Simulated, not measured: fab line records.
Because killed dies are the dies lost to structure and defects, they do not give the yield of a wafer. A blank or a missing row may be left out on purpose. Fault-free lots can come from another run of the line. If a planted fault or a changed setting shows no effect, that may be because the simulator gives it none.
A single fault, viewed from 2 desks | flow nand-harc | each desk holds nothing but its own numbers, with what lay behind them at the end

## DESK OF THE TOOL OWNER: arfi-scanner-03
The tool's own readings at NHARC_A_SGD_CUT_EXPOSE_06 (exposes mask SGD): means of the sampled wafers that have a number, for each lot that ran on this tool. The brackets show how far a lot's mean lies from the usual mean; more than 4 standard deviations puts the lot out of limits, marked OUT.
Columns: A = exposure-dose-mJ-cm2 at NHARC_A_SGD_CUT_EXPOSE_06, usual 86.2
lot  | first seen here | A
L225 | day 14 15:34    | 85.5
L240 | day 18 15:21    | 96.6 (+14) OUT
L242 | day 19 05:23    | 94.5 (+11) OUT
Finding of this desk: L240, L242 out of limits; the first was L240 at day 18 15:21, on exposure-dose-mJ-cm2 at NHARC_A_SGD_CUT_EXPOSE_06. Within limits: L225.

## METROLOGY DESK
What the gauges read for every lot (on any tool): the sampled wafers with a number, averaged. The brackets show how far a lot's mean lies from the usual mean; more than 4 standard deviations puts the lot out of limits, marked OUT.
Columns: A = cd-nm at NHARC_A_SGD_CUT_CD_MEAS_09, usual 100.0 nm
lot  | first seen here | A
L222 | day 14 00:59    | 99.6
L223 | day 14 01:34    | 100.2
L225 | day 14 15:43    | 99.9
L224 | day 14 16:53    | 100.7
L228 | day 15 21:35    | 99.4
L229 | day 15 22:11    | 99.9
L233 | day 16 07:47    | 99.3
L232 | day 16 08:26    | 100.3
L231 | day 16 09:39    | 99.6
L240 | day 18 15:29    | 109.3 (+19) OUT
L244 | day 19 05:07    | 100.1
L242 | day 19 05:31    | 107.4 (+15) OUT
Finding of this desk: L240, L242 out of limits; the first was L240 at day 18 15:29, on cd-nm at NHARC_A_SGD_CUT_CD_MEAS_09. Within limits: L222, L223, L225, L224, L228, L229, L233, L232, L231, L244.

## PUT TOGETHER
On L240, L242, at day 18 15:21, an alarm was possible from the tool owner's desk.
On L240, L242, the metrology desk was in a position to raise an alarm at day 18 15:29.
NHARC_A_SGD_CUT_EXPOSE_06 was run on arfi-scanner-03 by each of the lots named.

## WHAT THE SIMULATOR HAD PUT IN
Process parameter drift: arfi-scanner-03, from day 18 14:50 on, at NHARC_A_SGD_CUT_EXPOSE_06. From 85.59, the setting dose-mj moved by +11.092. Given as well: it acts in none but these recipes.
Struck lots among those shown: L240, L242.
Time in hours from fault onset to the first out-of-limits reading at each desk: tool owner's desk 1, metrology desk 1.
